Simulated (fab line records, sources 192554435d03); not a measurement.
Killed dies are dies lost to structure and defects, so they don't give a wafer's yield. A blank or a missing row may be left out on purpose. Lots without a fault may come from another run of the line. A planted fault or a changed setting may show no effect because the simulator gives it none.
fab line records | flow n5_finfet
record lots=7 wafers=21
route steps=1938 shown MOL_CONTACT_COAG@608 BEOL_M0_SAQP@673 BEOL_M0@748 BEOL_M1@783 BEOL_M3@931 BEOL_M4@1064 BEOL_M5@1130 BEOL_M6@1198
start_h: hours from the record's first day to the start of the lot's first wafer shown | wait_h: hours since the lot's step before | " the same as in the row above | L1.1+2: a row that stands for several wafers | - no value, or no start given | * or withheld: withheld | < > ~ a bound
route shown NAME@n: a module of which the file shows steps, and the number in the route of the first | usual: mean/standard deviation of fault-free wafers | same: alike in all rows | chamber/n: place in a boat | sites: the reading at each site | _std_site: their standard deviation | _edge_site: outer sites' mean less inner sites' | radius_mm: how far each site lies from the wafer's centre | mask NAME#n: copy n | behind: the tool/chamber that last shaped the wafer | hold: why the lot was held/for how many hours/how that ended | device: the transistor (n, p or np) that didn't switch | end of line: the same wafers' tests at the end of the route | a step without rows: its recipe alone | killed: dies lost to structure and defects at the first sort, not the wafer's yield | map: a wafer's dies, x killed, . not, _ none there
set.NAME: the setting as run; set.NAME@STEP: as run at that earlier step | model.NAME: the simulator's own value behind a step, which no gauge read
lots whose settings were changed on purpose; a table a step, a row a wafer
## steps
# step N5_MOL_CONTACT_COAG_ALD_133
# recipe material=SiO2 target_thk_a=50 temp_c=100 ald_precursor_family=BDEAS ald_co_reactant=O2-plasma pulse_time_s=1 co_reactant_pulse_time_s=1 purge_time_s=2 co_reactant_purge_time_s=2 ald_cycles=35 pressure_torr=2
# columns lot.wafer tool chamber start_h wait_h set.ald_cycles model.SiO2_of_MOL_CONTACT_COAG_ALD_133.thk_nm
L075.1 ald_sin-03 3 105.24 0.1 35 5
L075.3+4 " 1,0 " " 41 5.8
L077.2+3+4 ald_sin-03 0,2,2 128.21 0.2 35 5
L078.2+4+5 ald_sin-01 1,0,2 131.04 0.1 35 5
L079.3+4+6 ald_sin-01 2,3,3 138.63 1.4 35 5
L081.3+4 ald_sin-04 2,1 145.04 0.6 39 5.6
L081.6 " 2 " " 35 5
L082.2+4+5 ald_sin-01 1,3,3 149.41 0.6 35 5
L088.3 ald_sin-03 3 187.49 0.1 40 5.6
L088.5 " 2 " " 40 5.8
L088.6 " 1 " " 35 5
# step N5_MOL_CONTACT_COAG_ETCH_67
# recipe chemistry=N2/H2 target=SOC target_depth_a=600 overetch_a=210 mask_material=SiARC temp_c=40 time_s=101.2 ion_energy_ev=200 pressure_mtorr=30 source_w=840 bias_w=150 n2_flow_sccm=200 h2_flow_sccm=200
# usual rf_vpp_V=524.4/2.7
# columns lot.wafer tool chamber start_h wait_h set.source_w rf_vpp_V
L075.1 rie_diel-04 1 105.58 0.0 840 523.9
L075.3 " 3 " " 916.5 510.9
L075.4 " 2 " " 840 517.5
L077.2 rie_diel-02 0 128.42 0.0 840 524.6
L077.3 " 2 " " 840 526.1
L077.4 " 3 " " 840 522.3
L078.2 rie_diel-03 1 131.44 0.0 892 512.0
L078.4 " 2 " " 892 511.0
L078.5 " 0 " " 892 514.4
L079.3 rie_diel-03 1 138.84 0.0 840 523.7
L079.4 " 0 " " 840 524.5
L079.6 " 1 " " 729.9 547.7
L081.3 rie_diel-02 1 145.59 0.0 840 523.1
L081.4 " 2 " " 909.5 514.6
L081.6 " 0 " " 840 524.9
L082.2 rie_diel-02 0 149.62 0.0 893.9 513.4
L082.4 " 0 " " 893.9 513.0
L082.5 " 1 " " 840 523.3
L088.3 rie_diel-04 1 187.71 0.0 840 523.5
L088.5 " 2 " " 840 529.1
L088.6 " 3 " " 751.1 545.7
# step N5_BEOL_M0_SAQP_ETCH_107
# recipe chemistry=CH3F/O2 target=SiNx target_depth_a=300 mask_material=SOC pressure_mtorr=30 source_w=395 bias_w=73 Ar_flow_sccm=150 CH3F_flow_sccm=30 O2_flow_sccm=20 ion_energy_ev=120
# usual rf_vpp_V=295/6
# columns lot.wafer tool chamber start_h wait_h set.bias_w rf_vpp_V
L075.1 rie_diel-01 2 114.06 0.0 80.51 317
L075.3 " 0 " " 80.51 319
L075.4 " 1 " " 80.51 329
L077.2 rie_diel-06 0 137.69 0.0 73 301
L077.3 " 3 " " 73 299
L077.4 " 1 " " 73 286
L078.2 rie_diel-01 1 141.40 0.0 73 303
L078.4 " 0 " " 62.36 260
L078.5 " 1 " " 73 304
L079.3 rie_diel-06 0 149.08 0.0 73 303
L079.4 " 1 " " 76.52 296
L079.6 " 2 " " 73 287
L081.3 rie_diel-01 0 155.44 0.0 73 295
L081.4 " 1 " " 84.21 339
L081.6 " 2 " " 73 292
L082.2 rie_diel-01 0 159.99 0.0 63.48 264
L082.4 " 0 " " 73 296
L082.5 " 1 " " 63.48 271
L088.3 rie_diel-05 1 196.15 0.0 73 298
L088.5 " 3 " " 73 300
L088.6 " 0 " " 73 291
# step N5_BEOL_M0_DEP_125
# recipe material=SiCN target_thk_a=80 temp_c=withheld precursor=3MS/NH3 pressure_torr=3 rf_w=202 time_s=14
# columns lot.wafer tool chamber start_h wait_h set.time_s model.SiCN_of_BEOL_M0_DEP_125.thk_nm
L075.1 pecvd-04 0 125.46 0.0 14 8.2
L075.3+4 " 0,1 " " 15.73 9.2
L077.2+3+4 pecvd-02 1,0,0 150.67 0.0 14 8
L078.2 pecvd-04 0 153.05 0.0 12.76 7.4
L078.4+5 " 2,0 " " 14 8.2
L079.3 pecvd-01 1 160.19 0.0 12.91 7.4
L079.4 " 0 " " 14 8.2
L079.6 " 1 " " 14 8
L081.3+4 pecvd-01 2,1 162.25 0.0 14 8
L081.6 " 2 " " 14 8.2
L082.2 pecvd-04 1 180.46 0.0 14 7.8
L082.4 " 2 " " 14.74 8.6
L082.5 " 1 " " 14 8
L088.3+6 pecvd-04 1,2 205.61 0.0 14 8.2
L088.5 " 0 " " 14.94 8.8
# step N5_BEOL_M1_EXPOSE_25
# recipe mask_id=V0 na=0.33 source_shape=quasar sigma_inner=0.2 sigma_outer=0.8 polarization=unpolarized defocus_nm=5 target_cd_nm=24 dose_mj=63
# columns lot.wafer tool chamber start_h wait_h mask set.dose_mj
L075.1 euv_scanner-01 0 126.95 - V0#0 63
L075.3+4 " 0 " " V0#0 65.4
L077.2+3+4 euv_scanner-02 0 153.92 - V0#0 63
L078.2+4+5 euv_scanner-02 0 155.99 - V0#0 60.92
L079.3+4+6 euv_scanner-02 0 161.62 - V0#0 63
L081.3+4 euv_scanner-02 0 164.82 - V0#0 63
L081.6 " 0 " " V0#0 67.31
L082.2+4 euv_scanner-02 0 183.04 - V0#0 63
L082.5 " 0 " " V0#0 58.88
L088.3+6 euv_scanner-01 0 211.14 - V0#0 63
L088.5 " 0 " " V0#0 59.97
# step N5_BEOL_M1_PEB_26
# recipe peb_temp_c=100 peb_time_s=60 resist=CAR-EUV
# step N5_BEOL_M1_DEVELOP_27
# recipe develop_time_s=30 developer=TMAH resist=CAR-EUV rinse_liquid=surfactant_rinse dry=air_spin dev_temp_c=23
# step N5_BEOL_M1_CD_MEAS_28
# recipe landing_energy_ev=500 detector=se_inlens target_cd_y_nm=23.3
# usual cd_nm=23.96/0.25
# columns lot.wafer tool chamber start_h wait_h set.dose_mj@BEOL_M1_EXPOSE_25 cd_nm
L075.1 cd_sem-01 0 127.09 - 63 24.07
L075.3 " 0 " " 65.4 24.88
L075.4 " 0 " " 65.4 25.10
L077.2 cd_sem-01 0 154.06 - 63 24.11
L077.3 " 0 " " 63 24.05
L077.4 " 0 " " 63 24.11
L078.2 cd_sem-01 0 156.13 - 60.92 23.14
L078.4 " 0 " " 60.92 23.03
L078.5 " 0 " " 60.92 22.90
L079.3 cd_sem-02 0 161.75 - 63 24.33
L079.4 " 0 " " 63 23.47
L079.6 " 0 " " 63 23.71
L081.3 cd_sem-02 0 164.95 - 63 24.08
L081.4 " 0 " " 63 23.89
L081.6 " 0 " " 67.31 25.66
L082.2 cd_sem-01 0 183.18 - 63 23.90
L082.4 " 0 " " 63 24.04
L082.5 " 0 " " 58.88 22.68
L088.3 cd_sem-02 0 211.27 - 63 23.93
L088.5 " 0 " " 59.97 22.76
L088.6 " 0 " " 63 24.01
# step N5_BEOL_M3_ILD_DEP_00
# recipe material=SiOC target_thk_a=790 temp_c=350 precursor=DEMS/O2 pressure_torr=5 rf_w=500 time_s=15.3
# columns lot.wafer tool chamber start_h wait_h set.time_s model.SiOC_of_BEOL_M3_ILD_DEP_00.thk_nm
L075.1 pecvd-02 2 149.70 0.0 14.04 71
L075.3 " 0 " " 14.04 71.4
L075.4 " 2 " " 15.3 78.6
L077.2 pecvd-03 1 185.76 0.0 15.3 77.2
L077.3 " 0 " " 15.3 78.4
L077.4 " 0 " " 15.3 79.4
L078.2 pecvd-03 2 210.61 0.0 15.3 76.8
L078.4 " 2 " " 16.38 84.8
L078.5 " 1 " " 16.38 87
L079.3 pecvd-02 0 217.00 0.1 16.33 83
L079.4 " 1 " " 16.33 83.4
L079.6 " 0 " " 16.33 82.4
L081.3 pecvd-02 1 217.29 0.1 15.3 77.4
L081.4 " 0 " " 13.87 70.6
L081.6 " 0 " " 13.87 70.4
L082.2 pecvd-01 1 224.52 0.0 14.43 72
L082.4+5 " 1,0 " " 14.43 74.4
L088.3 pecvd-03 0 231.11 0.0 17.43 89.6
L088.5 " 2 " " 15.3 79.2
L088.6 " 0 " " 15.3 80.2
# step N5_BEOL_M3_THK_MEAS_01
# recipe reads=SiOC_of_BEOL_M3_ILD_DEP_00
# usual M3_ILD_THK=78.7/1.3
# columns lot.wafer tool chamber start_h wait_h set.time_s@BEOL_M3_ILD_DEP_00 M3_ILD_THK[nm]
L075.1 film_metro-01 - 149.76 0.0 14.04 71.0
L075.3 " - " " 14.04 71.5
L075.4 " - " " 15.3 78.5
L077.2 film_metro-01 - 185.83 0.1 15.3 77.2
L077.3 " - " " 15.3 78.5
L077.4 " - " " 15.3 79.5
L078.2 film_metro-02 - 210.67 0.1 15.3 76.9
L078.4 " - " " 16.38 84.8
L078.5 " - " " 16.38 87.0
L079.3 film_metro-01 - 217.07 0.1 16.33 82.9
L079.4 " - " " 16.33 83.4
L079.6 " - " " 16.33 82.5
L081.3 film_metro-02 - 217.36 0.1 15.3 77.3
L081.4 " - " " 13.87 70.6
L081.6 " - " " 13.87 70.5
L082.2 film_metro-01 - 224.59 0.1 14.43 72.1
L082.4 " - " " 14.43 74.3
L082.5 " - " " 14.43 74.3
L088.3 film_metro-01 - 231.18 0.1 17.43 89.6
L088.5 " - " " 15.3 79.3
L088.6 " - " " 15.3 80.3
# step N5_BEOL_M4_ETCH_70
# recipe chemistry=N2/H2 target=SOC target_depth_a=800 overetch_a=240 mask_material=SiARC temp_c=40 time_s=130 ion_energy_ev=200 pressure_mtorr=30 source_w=840 bias_w=150 n2_flow_sccm=200 h2_flow_sccm=200
# usual rf_vpp_V=524.3/2.5
# columns lot.wafer tool chamber start_h wait_h set.bias_w rf_vpp_V
L075.1 rie_diel-03 1 181.69 0.0 168.4 562.0
L075.3 " 3 " " 168.4 569.6
L075.4 " 2 " " 150 519.9
L077.2 rie_diel-03 2 223.39 0.0 150 520.5
L077.3 " 1 " " 150 522.4
L077.4 " 3 " " 150 527.7
L078.2 rie_diel-04 2 227.37 0.0 150 527.7
L078.4 " 0 " " 150 526.4
L078.5 " 0 " " 170.6 571.1
L081.3 rie_diel-03 1 241.04 0.0 150 522.4
L081.4 " 0 " " 159.6 546.7
L081.6 " 3 " " 159.6 549.5
L079.3 rie_diel-02 3 252.12 0.0 150 522.5
L079.4 " 1 " " 150 522.8
L079.6 " 1 " " 150 523.5
L082.2 rie_diel-02 3 254.72 0.0 166.7 558.8
L082.4 " 2 " " 166.7 562.9
L082.5 " 1 " " 150 521.2
L088.3 rie_diel-03 0 271.32 0.0 150 524.4
L088.5 " 0 " " 150 525.7
L088.6 " 2 " " 150 518.7
# step N5_BEOL_M5_ETCH_72
# recipe chemistry=N2/H2 target=underlayer target_depth_a=65 mask_material=CAR-EUV time_s=5.2 ion_energy_ev=200 pressure_mtorr=30 source_w=840 bias_w=150 n2_flow_sccm=200 h2_flow_sccm=200 ends=cleared
# usual rf_vpp_V=523.6/2.8
# columns lot.wafer tool chamber start_h wait_h set.bias_w rf_vpp_V
L075.1 rie_diel-06 2 188.77 0.0 162.9 549.7
L075.3 " 0 " " 150 526.2
L075.4 " 1 " " 150 518.8
L077.2 rie_diel-05 0 232.28 0.0 150 523.8
L077.3 " 3 " " 150 522.2
L077.4 " 2 " " 150 523.7
L078.2 rie_diel-06 0 235.90 0.0 176.1 584.7
L078.4 " 2 " " 150 523.1
L078.5 " 1 " " 176.1 577.1
L081.3 rie_diel-06 0 252.47 0.0 138.8 502.4
L081.4 " 1 " " 138.8 495.4
L081.6 " 1 " " 150 520.2
L079.3 rie_diel-01 2 259.93 0.0 150 526.7
L079.4 " 1 " " 150 526.4
L079.6 " 2 " " 150 524.9
L082.2 rie_diel-05 0 263.25 0.0 150 525.2
L082.4 " 1 " " 150 521.6
L082.5 " 1 " " 168.8 560.1
L088.3 rie_diel-01 2 280.79 0.0 174.3 578.4
L088.5 " 2 " " 174.3 577.4
L088.6 " 3 " " 150 528.3
# step N5_BEOL_M5_COAT_66
# recipe resist=SiARC temp_c=220 time_s=60 spin_rpm=1500 resist_thk_nm=12
# columns lot.wafer tool chamber start_h wait_h set.spin_rpm model.SiARC_of_BEOL_M5_COAT_66.thk_nm
L075.1 litho_track-03 0 - - 1399 12.4
L075.3+4 " 0 " " 1500 12
L077.2+3+4 litho_track-02 0 - - 1500 12
L078.2+4 litho_track-02 0 - - 1500 12
L078.5 " 0 " " 1555 11.8
L081.3+6 litho_track-02 0 - - 1591 11.6
L081.4 " 0 " " 1500 12
L079.3+4+6 litho_track-05 0 - - 1500 12
L082.2+4+5 litho_track-02 0 - - 1500 12
L088.3+5+6 litho_track-03 0 - - 1500 12
# step N5_BEOL_M5_COAT_74
# recipe resist=underlayer temp_c=205 time_s=60 spin_rpm=1500 resist_thk_nm=5
# step N5_BEOL_M5_COAT_22
# recipe resist=CAR-EUV spin_rpm=1500 resist_thk_nm=30
# step N5_BEOL_M5_DESCUM_33
# recipe chemistry=O2 time_s=7 source_power_w=50 bias_power_w=20 pressure_mtorr=20 rf_frequency_hz=2.712e+07 temp_c=40 resist=CAR-EUV o2_flow_sccm=225
# step N5_BEOL_M5_ETCH_75
# recipe chemistry=N2/H2 target=underlayer target_depth_a=65 mask_material=CAR-EUV time_s=5.2 ion_energy_ev=200 pressure_mtorr=30 source_w=840 bias_w=150 n2_flow_sccm=200 h2_flow_sccm=200 ends=cleared
# step N5_BEOL_M5_ETCH_67
# recipe chemistry=CF4 target=SiARC target_depth_a=156 mask_material=CAR-EUV time_s=26 ion_energy_ev=80 pressure_mtorr=40 source_w=545 bias_w=36 Ar_flow_sccm=100 cf4_flow_sccm=100 ends=cleared
# columns lot.wafer tool chamber start_h wait_h set.spin_rpm@BEOL_M5_COAT_66 model.etch.depth_nm
L075.1 rie_diel-01 1 191.80 0.0 1399 12.42
L075.3 " 2 " " 1500 11.99
L075.4 " 0 " " 1500 12.03
L077.2+4 rie_diel-06 0,3 234.46 0.0 1500 12
L077.3 " 2 " " 1500 12.06
L078.2+4 rie_diel-01 3,2 237.58 0.0 1500 12.04
L078.5 " 3 " " 1555 11.82
L081.3+6 rie_diel-06 0,2 254.74 0.0 1591 11.69
L081.4 " 2 " " 1500 12.03
L079.3 rie_diel-01 3 261.74 0.0 1500 12.02
L079.4 " 0 " " 1500 11.97
L079.6 " 3 " " 1500 12.01
L082.2 rie_diel-05 0 266.52 0.0 1500 11.98
L082.4 " 1 " " 1500 12.05
L082.5 " 0 " " 1500 12.03
L088.3 rie_diel-01 3 288.20 0.0 1500 11.96
L088.5 " 3 " " 1500 11.97
L088.6 " 2 " " 1500 11.94
# step N5_BEOL_M6_HM_DEP_02
# recipe material=TiN target_thk_a=200 temp_c=25 chamber_pressure_pa=0.49996
# columns lot.wafer tool chamber start_h wait_h set.target_thk_a model.TiN_of_BEOL_M6_HM_DEP_02.thk_nm
L075.1 pvd_sputter-03 - 199.60 0.1 179.5 18.2
L075.3 " - " " 179.5 18
L075.4 " - " " 200 20.2
L077.2 pvd_sputter-01 - 244.82 2.1 200 19.4
L077.3+4 " - " " 200 20
L078.2 pvd_sputter-01 - 248.04 0.9 200 19.8
L078.4 " - " " 200 20
L078.5 " - " " 200 19.6
L081.3 pvd_sputter-03 - 263.40 0.0 200 20.6
L081.4 " - " " 212.4 21.6
L081.6 " - " " 212.4 21.8
L079.3 pvd_sputter-02 - 271.48 1.7 181.4 18.2
L079.4 " - " " 200 19.8
L079.6 " - " " 200 20
L082.2+5 pvd_sputter-03 - 275.47 0.7 200 20
L082.4 " - " " 213 21.4
L088.3+6 pvd_sputter-03 - 297.98 0.9 200 20.2
L088.5 " - " " 188.5 19.2
# step N5_BEOL_M6_COAT_60
# recipe resist=SiARC temp_c=220 time_s=60 spin_rpm=1500 resist_thk_nm=35
# columns lot.wafer tool chamber start_h wait_h set.spin_rpm model.SiARC_of_BEOL_M6_COAT_60.thk_nm
L075.1+3 litho_track-02 0 - - 1435 35.8
L075.4 " 0 " " 1435 36
L077.2+4 litho_track-01 0 - - 1500 35
L077.3 " 0 " " 1500 34.8
L078.2+4 litho_track-01 0 - - 1600 33.8
L078.5 " 0 " " 1500 34.8
L081.3+4 litho_track-01 0 - - 1355 36.8
L081.6 " 0 " " 1500 35
L079.3+6 litho_track-04 0 - - 1567 34.4
L079.4 " 0 " " 1500 35.2
L082.2 litho_track-01 0 - - 1421 36
L082.4 " 0 " " 1500 35.2
L082.5 " 0 " " 1421 36.2
L088.3+6 litho_track-02 0 - - 1440 35.8
L088.5 " 0 " " 1500 35.2
# step N5_BEOL_M6_COAT_05
# recipe resist=CAR-ArF spin_rpm=1500 resist_thk_nm=90
# step N5_BEOL_M6_EBR_07
# recipe solvent=PGMEA ebr_width_mm=1.5
# step N5_BEOL_M6_DESCUM_16
# recipe chemistry=O2 time_s=7.9 source_power_w=50 bias_power_w=20 pressure_mtorr=20 rf_frequency_hz=2.712e+07 temp_c=40 resist=CAR-ArF o2_flow_sccm=225
# step N5_BEOL_M6_ETCH_61
# recipe chemistry=CF4 target=SiARC target_depth_a=455 mask_material=CAR-ArF time_s=75.8 ion_energy_ev=80 pressure_mtorr=40 source_w=545 bias_w=36 Ar_flow_sccm=100 cf4_flow_sccm=100 ends=cleared
# columns lot.wafer tool chamber start_h wait_h set.spin_rpm@BEOL_M6_COAT_60 model.etch.depth_nm model.CAR-ArF_of_BEOL_M6_COAT_05.thk_nm
L075.1 rie_diel-02 0 200.22 0.0 1435 35.78 49.8
L075.3 " 2 " " 1435 35.9 49.8
L075.4 " 2 " " 1435 35.94 49.6
L077.2 rie_diel-04 3 245.45 0.0 1500 34.98 51
L077.3 " 0 " " 1500 34.9 51
L077.4 " 1 " " 1500 35.01 50.8
L078.2 rie_diel-02 1 248.66 0.0 1600 33.77 52.2
L078.4 " 2 " " 1600 33.73 51.8
L078.5 " 0 " " 1500 34.88 50.6
L081.3 rie_diel-03 0 263.89 0.0 1355 36.84 48.8
L081.4 " 3 " " 1355 36.78 49
L081.6 " 0 " " 1500 35.08 50.6
L079.3 rie_diel-04 0 272.03 0.0 1567 34.46 51.4
L079.4 " 3 " " 1500 35.23 51
L079.6 " 2 " " 1567 34.32 51.8
L082.2 rie_diel-03 2 276.19 0.0 1421 36.07 50.2
L082.4 " 3 " " 1500 35.17 51.2
L082.5 " 2 " " 1421 36.13 50
L088.3 rie_diel-04 3 298.83 0.0 1440 35.89 50.2
L088.5 " 0 " " 1500 35.21 50.6
L088.6 " 1 " " 1440 35.87 50.2
# step N5_BEOL_M6_ETCH_62
# recipe chemistry=N2/H2 target=SOC target_depth_a=1100 overetch_a=220 mask_material=SiARC temp_c=40 time_s=165 ion_energy_ev=200 pressure_mtorr=30 source_w=840 bias_w=150 n2_flow_sccm=200 h2_flow_sccm=200
# step N5_BEOL_M6_STRIP_68
# recipe chemistry=N2/H2 temp_c=40 n2_flow_sccm=200 h2_flow_sccm=200 rf_frequency_hz=6e+07
# step N5_BEOL_M6_STRIP_67
# recipe chemistry=CF4 resist=SiARC power_w=300 bias_power_w=75 pressure_mtorr=50 cf4_flow_sccm=150 rf_frequency_hz=6e+07
# step N5_BEOL_M6_HM_OPEN_17
# recipe chemistry=Cl2/BCl3 target_depth_a=200 overetch_a=60 target=TiN mask_material=SOC ion_energy_ev=150 pressure_mtorr=10 icp_w=1000 bias_w=126 Cl2_flow_sccm=53.25 bcl3_flow_sccm=21.75 Ar_flow_sccm=25
# columns lot.wafer tool chamber start_h wait_h set.target_thk_a@BEOL_M6_HM_DEP_02 model.etch.depth_nm
L075.1 rie_metal-03 0 200.46 0.0 179.5 18.16
L075.3 " 0 " " 179.5 17.99
L075.4 " 0 " " 200 20.17
L077.2 rie_metal-01 0 245.69 0.0 200 19.49
L077.3 " 1 " " 200 19.99
L077.4 " 0 " " 200 20.04
L078.2 rie_metal-03 1 248.91 0.0 200 19.81
L078.4 " 0 " " 200 20.06
L078.5 " 1 " " 200 19.55
L081.3 rie_metal-01 1 264.16 0.1 200 20.65
L081.4 " 0 " " 212.4 21.59
L081.6 " 1 " " 212.4 21.74
L079.3 rie_metal-01 0 272.30 0.1 181.4 18.28
L079.4 " 1 " " 200 19.88
L079.6 " 0 " " 200 19.94
L082.2 rie_metal-02 0 276.44 0.0 200 20.04
L082.4 " 1 " " 213 21.32
L082.5 " 0 " " 200 19.9
L088.3+6 rie_metal-02 1 299.10 0.1 200 20.15
L088.5 " 0 " " 188.5 19.22
## key
split step=N5_MOL_CONTACT_COAG_ALD_133 setting=ald_cycles stated=35 by=wafer
response step=N5_MOL_CONTACT_COAG_ALD_133 reading=model.SiO2_of_MOL_CONTACT_COAG_ALD_133.thk_nm change=+0.0486 per=1% r=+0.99
split step=N5_MOL_CONTACT_COAG_ETCH_67 setting=source_w stated=840 by=wafer
response step=N5_MOL_CONTACT_COAG_ETCH_67 reading=rf_vpp_V change=-1.57 per=1% r=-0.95
split step=N5_BEOL_M0_SAQP_ETCH_107 setting=bias_w stated=73 by=wafer
response step=N5_BEOL_M0_SAQP_ETCH_107 reading=rf_vpp_V change=+2.66 per=1% r=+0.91
split step=N5_BEOL_M0_DEP_125 setting=time_s stated=14 by=wafer
response step=N5_BEOL_M0_DEP_125 reading=model.SiCN_of_BEOL_M0_DEP_125.thk_nm change=+0.0894 per=1% r=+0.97
split step=N5_BEOL_M1_EXPOSE_25 setting=dose_mj stated=63 by=wafer
response step=N5_BEOL_M1_CD_MEAS_28 reading=cd_nm change=+0.23 per=1% r=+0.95
split step=N5_BEOL_M3_ILD_DEP_00 setting=time_s stated=15.3 by=wafer
response step=N5_BEOL_M3_ILD_DEP_00 reading=model.SiOC_of_BEOL_M3_ILD_DEP_00.thk_nm change=+0.821 per=1% r=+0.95
response step=N5_BEOL_M3_THK_MEAS_01 reading=M3_ILD_THK change=+0.808 per=1% r=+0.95
split step=N5_BEOL_M4_ETCH_70 setting=bias_w stated=150 by=wafer
response step=N5_BEOL_M4_ETCH_70 reading=rf_vpp_V change=+3.52 per=1% r=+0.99
split step=N5_BEOL_M5_ETCH_72 setting=bias_w stated=150 by=wafer
response step=N5_BEOL_M5_ETCH_72 reading=rf_vpp_V change=+3.12 per=1% r=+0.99
split step=N5_BEOL_M5_COAT_66 setting=spin_rpm stated=1500 by=wafer
response step=N5_BEOL_M5_COAT_66 reading=model.SiARC_of_BEOL_M5_COAT_66.thk_nm change=-0.0612 per=1% r=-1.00
response step=N5_BEOL_M5_ETCH_67 reading=model.etch.depth_nm change=-0.0586 per=1% r=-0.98
split step=N5_BEOL_M6_HM_DEP_02 setting=target_thk_a stated=200 by=wafer
response step=N5_BEOL_M6_HM_DEP_02 reading=model.TiN_of_BEOL_M6_HM_DEP_02.thk_nm change=+0.193 per=1% r=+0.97
response step=N5_BEOL_M6_HM_OPEN_17 reading=model.etch.depth_nm change=+0.187 per=1% r=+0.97
split step=N5_BEOL_M6_COAT_60 setting=spin_rpm stated=1500 by=wafer
response step=N5_BEOL_M6_COAT_60 reading=model.SiARC_of_BEOL_M6_COAT_60.thk_nm change=-0.173 per=1% r=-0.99
response step=N5_BEOL_M6_ETCH_61 reading=model.etch.depth_nm change=-0.177 per=1% r=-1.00
response step=N5_BEOL_M6_ETCH_61 reading=model.CAR-ArF_of_BEOL_M6_COAT_05.thk_nm change=+0.178 per=1% r=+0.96
